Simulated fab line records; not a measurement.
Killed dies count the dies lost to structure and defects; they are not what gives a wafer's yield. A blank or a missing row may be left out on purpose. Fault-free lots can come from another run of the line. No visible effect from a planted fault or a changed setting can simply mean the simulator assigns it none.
fab line records	flow n5-finfet
record: lots: 12	wafers: 36	last-day: 20
route steps=1938 shown BEOL_M5@1140
lots with no fault: from the same line, run without faults
start-h: start of the lot's first displayed wafer, in hours after the record's first day	wait-h: hours elapsed since this lot's preceding step	" same as the row above	L1.1+2: a single row standing in for several wafers	- no value present, or no start provided	* or withheld: withheld	< > ~ a bound
route shown NAME@n: names a module that has steps shown in the file, with the first one's number in the route	usual: average and standard deviation across the fault-free wafers	same: alike in all rows	chamber/n: place in a boat	sites: each site's reading	_std_site: standard deviation across them	_edge_site: mean of outer sites minus mean of inner sites	radius-mm: how far each site lies from the wafer's centre	mask NAME#n: copy n	behind: the most recent tool/chamber to have shaped the wafer	hold: reason for holding the lot/hours on hold/outcome of the hold	device: which transistor (n, p or np) failed to switch	end of line: the route-end tests of the same wafers	where a step has no rows: the recipe by itself	killed: the dies lost at the first sort to structure and to defects; this is not the yield of the wafer	map: dies across one wafer; x = killed, . = not, _ = none there
set.NAME: the setting the step ran with; set.NAME@STEP: the setting that earlier step ran with	model.NAME: the simulator's own value behind a step, which no gauge read
the route's steps for a sample of lots (tables are steps, rows are wafers)
services: a tool's chamber out of use, with start hour (start-h, from the record's first day; less than 0 if before it), hours out, and reason
== steps ==
step: N5_BEOL_M5_COAT_66
recipe: resist: SiARC	temp-c: 220	time-s: 60	spin-rpm: 1500	resist-thk-nm: 12
usual: spin-speed-rpm: 1500.0/0.86
lot.wafer	tool	chamber	start-h	wait-h	spin-speed-rpm
L245.2	litho-track-05	0	201.23	-	1499.5
L245.3	"	0	"	"	1499.3
L245.5	"	0	"	"	1500.2
L246.3	litho-track-01	0	225.80	-	1498.4
L246.5	"	0	"	"	1500.8
L246.6	"	0	"	"	1499.6
L249.1	litho-track-03	0	225.91	-	1500.8
L249.3	"	0	"	"	1499.6
L249.6	"	0	"	"	1499.7
L248.1	litho-track-05	0	234.97	-	1500.7
L248.4	"	0	"	"	1499.5
L248.5	"	0	"	"	1500.5
L250.1	litho-track-05	0	244.74	-	1499.4
L250.4	"	0	"	"	1499.2
L250.6	"	0	"	"	1499.3
L253.2	litho-track-01	0	255.25	-	1500.8
L253.4	"	0	"	"	1500.1
L253.5	"	0	"	"	1499.0
L252.2	litho-track-05	0	261.70	-	1499.1
L252.3	"	0	"	"	1499.0
L252.4	"	0	"	"	1499.6
L255.1	litho-track-03	0	275.27	-	1501.5
L255.4	"	0	"	"	1499.9
L255.6	"	0	"	"	1499.2
L256.1	litho-track-03	0	281.85	-	1499.9
L256.2	"	0	"	"	1501.6
L256.4	"	0	"	"	1500.6
L258.1	litho-track-03	0	294.51	-	1217.7
L258.2	"	0	"	"	1216.2
L258.4	"	0	"	"	1217.3
L257.2	litho-track-03	0	305.24	-	1217.7
L257.4	"	0	"	"	1218.0
L257.6	"	0	"	"	1217.0
L267.2	litho-track-01	0	343.95	-	1499.7
L267.3	"	0	"	"	1499.6
L267.4	"	0	"	"	1500.2
step: N5_BEOL_M5_CD_MEAS_28
recipe: target-cd-nm: 30.6	landing-energy-ev: 500	detector: se-inlens	target-cd-y-nm: 20	polarity: opening
usual: cd-nm: 30.49/0.29
same: landing-energy-ev: 500
lot.wafer	tool	chamber	start-h	wait-h	cd-nm
L245.2	cd-sem-01	0	201.51	-	30.61
L245.3	"	0	"	"	30.25
L245.5	"	0	"	"	30.24
L246.3	cd-sem-01	0	226.14	-	30.81
L246.5	"	0	"	"	30.64
L246.6	"	0	"	"	30.76
L249.1	cd-sem-01	0	226.24	-	30.29
L249.3	"	0	"	"	30.62
L249.6	"	0	"	"	30.70
L248.1	cd-sem-01	0	235.24	-	30.05
L248.4	"	0	"	"	30.69
L248.5	"	0	"	"	30.28
L250.1	cd-sem-03	0	245.05	-	30.98
L250.4	"	0	"	"	30.39
L250.6	"	0	"	"	30.59
L253.2	cd-sem-01	0	255.65	-	30.99
L253.4	"	0	"	"	30.06
L253.5	"	0	"	"	29.92
L252.2	cd-sem-02	0	262.13	-	30.74
L252.3	"	0	"	"	30.12
L252.4	"	0	"	"	30.22
L255.1	cd-sem-02	0	275.67	-	30.60
L255.4	"	0	"	"	30.40
L255.6	"	0	"	"	30.03
L256.1	cd-sem-02	0	282.12	-	30.16
L256.2	"	0	"	"	30.04
L256.4	"	0	"	"	30.79
L258.1	cd-sem-02	0	295.04	-	30.49
L258.2	"	0	"	"	30.75
L258.4	"	0	"	"	30.43
L257.2	cd-sem-02	0	305.69	-	30.83
L257.4	"	0	"	"	30.87
L257.6	"	0	"	"	31.15
L267.2	cd-sem-02	0	344.23	-	30.37
L267.3	"	0	"	"	30.44
L267.4	"	0	"	"	30.70
step: N5_BEOL_M5_INSPECT_30
recipe: mode: adi	inspect-instrument: brightfield
usual: raw-defect-count: 425/110
lot.wafer	tool	chamber	start-h	wait-h	raw-defect-count
L245.2	defect-inspect-02	-	201.84	0.3	458
L245.3	"	-	"	"	401
L245.5	"	-	"	"	661
L246.3	defect-inspect-02	-	226.23	0.0	405
L246.5	"	-	"	"	623
L246.6	"	-	"	"	324
L249.1	defect-inspect-02	-	226.32	0.1	334
L249.3	"	-	"	"	452
L249.6	"	-	"	"	369
L248.1	defect-inspect-02	-	235.33	0.1	327
L248.4	"	-	"	"	382
L248.5	"	-	"	"	375
L250.1	defect-inspect-02	-	245.14	0.1	393
L250.4	"	-	"	"	487
L250.6	"	-	"	"	411
L253.2	defect-inspect-02	-	255.73	0.0	462
L253.4	"	-	"	"	363
L253.5	"	-	"	"	474
L252.2	defect-inspect-02	-	262.22	0.0	538
L252.3	"	-	"	"	606
L252.4	"	-	"	"	431
L255.1	defect-inspect-02	-	275.76	0.1	325
L255.4	"	-	"	"	464
L255.6	"	-	"	"	473
L256.1	defect-inspect-02	-	282.21	0.1	291
L256.2	"	-	"	"	377
L256.4	"	-	"	"	285
L258.1	defect-inspect-02	-	295.13	0.1	362
L258.2	"	-	"	"	508
L258.4	"	-	"	"	347
L257.2	defect-inspect-02	-	305.78	0.0	592
L257.4	"	-	"	"	537
L257.6	"	-	"	"	490
L267.2	defect-inspect-02	-	344.32	0.0	329
L267.3	"	-	"	"	273
L267.4	"	-	"	"	352
step: N5_BEOL_M5_DESCUM_33
recipe: chemistry: O2	time-s: 7	source-power-w: 50	bias-power-w: 20	pressure-mtorr: 20	rf-frequency-hz: 2.712e+07	temp-c: 40	resist: CAR-EUV	o2-flow-sccm: 225
usual: drypump-motor-current-A: 5.6/0.32	oes-product-au: 0.77/0.067	rf-vpp-V: 242.9/1.3	showerhead-plenum-p-Torr: 2.08/0.076	throttle-valve-pct: 20.46/0.17
lot.wafer	tool	chamber	start-h	wait-h	drypump-motor-current-A	oes-product-au	rf-hours-counter-h	rf-vpp-V	showerhead-plenum-p-Torr	throttle-valve-pct
L245.2	rie-diel-02	2	201.93	0.1	5.5	0.73	182	242.4	2.09	20.50
L245.3	"	0	"	"	5.5	0.80	105	241.9	2.02	20.28
L245.5	"	3	"	"	5.6	0.74	-	241.5	1.96	20.38
L246.3	rie-diel-03	3	226.41	0.2	4.9	0.75	181	243.9	2.17	20.74
L246.5	"	2	"	"	5.4	0.67	-	243.5	2.18	20.79
L246.6	"	3	"	"	4.9	0.75	-	243.4	2.17	20.75
L249.1	rie-diel-02	0	226.46	0.1	5.5	0.80	111	241.0	2.02	20.29
L249.3	"	3	"	"	5.7	0.73	208	243.0	1.96	20.39
L249.6	"	2	"	"	5.5	0.73	-	242.9	2.09	20.51
L248.1	rie-diel-02	3	235.37	0.0	5.6	0.72	210	240.1	1.96	20.39
L248.4	"	1	"	"	5.4	0.83	79	246.1	2.20	20.16
L248.5	"	2	"	"	5.5	0.73	-	242.2	2.09	20.50
L250.1	rie-diel-03	2	245.45	0.3	5.4	0.66	235	244.2	2.18	20.81
L250.4	"	0	"	"	6.0	0.85	51	244.5	2.13	20.39
L250.6	"	0	"	"	6.0	0.85	-	244.8	2.13	20.38
L253.2	rie-diel-02	2	255.77	0.0	5.5	0.72	199	241.9	2.09	20.52
L253.4	"	3	"	"	5.6	0.72	-	242.7	1.95	20.41
L253.5	"	2	"	"	5.5	0.72	-	243.1	2.09	20.51
L252.2	rie-diel-02	0	262.31	0.1	5.5	0.80	121	241.0	2.02	20.31
L252.3	"	3	"	"	5.6	0.72	220	241.6	1.95	20.39
L252.4	"	2	"	"	5.5	0.72	202	243.7	2.09	20.51
L255.1	rie-diel-03	0	275.79	0.0	6.0	0.86	61	242.0	2.13	20.41
L255.4	"	3	"	"	4.9	0.72	196	245.3	2.16	20.76
L255.6	"	0	"	"	6.0	0.84	-	244.5	2.13	20.42
L256.1	rie-diel-06	0	282.24	0.0	5.5	0.88	45	242.1	2.08	20.33
L256.2	"	1	"	"	5.4	0.82	91	243.9	2.10	20.43
L256.4	"	3	"	"	5.8	0.69	224	242.5	2.04	20.42
L258.1	rie-diel-02	0	295.43	0.3	5.5	0.78	133	240.5	2.02	20.33
L258.2	"	3	"	"	5.7	0.71	231	242.0	1.95	20.43
L258.4	"	1	"	"	5.4	0.82	101	244.6	2.19	20.21
L257.2	rie-diel-02	2	306.16	0.4	5.5	0.70	217	242.7	2.08	20.55
L257.4	"	1	"	"	5.5	0.81	-	243.3	2.19	20.21
L257.6	"	0	"	"	5.5	0.78	-	242.9	2.01	20.33
L267.2	rie-diel-02	0	344.52	0.2	5.5	0.77	150	240.7	2.01	20.35
L267.3	"	2	"	"	5.6	0.70	230	243.2	2.08	20.56
L267.4	"	1	"	"	5.5	0.80	115	244.4	2.19	20.22
== services ==
tool	chamber	start-h	hours	kind
rie-diel-03	3	200.07	23.7	repair
rie-diel-03	2	220.43	3.6	repair
rie-diel-02	3	230.01	2.4	repair
rie-diel-02	0	252.10	6.5	repair
rie-diel-03	2	285.40	-	clean
rie-diel-03	2	285.40	-	consumable-replace:focus-ring
rie-diel-03	2	285.40	16.3	scheduled-down
rie-diel-03	2	285.40	16.3	vent-cycle
litho-track-03	-	308.09	-	consumable-replace:filter
rie-diel-06	2	331.76	38.5	repair
== key ==
first-sign: step: N5_BEOL_M5_COAT_66	reading: spin-speed-rpm	direction: down	sigmas: 99+	usual: *	struck: *
effect none on later readings
met-at N5_BEOL_M5_COAT_66
struck-lots L257,L258
not-acting-at N5_BEOL_M5_CD_MEAS_28,N5_BEOL_M5_INSPECT_30,N5_BEOL_M5_DESCUM_33
onset-between 281.85 294.51
fault: kind: process-parameter-drift	tool: litho-track-03	chamber: -	onset-h: 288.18	steps: N5_BEOL_M5_COAT_66	channel: spin-rpm	offset: *	shape: step	end-h: 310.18	acts-in: *	stated: *
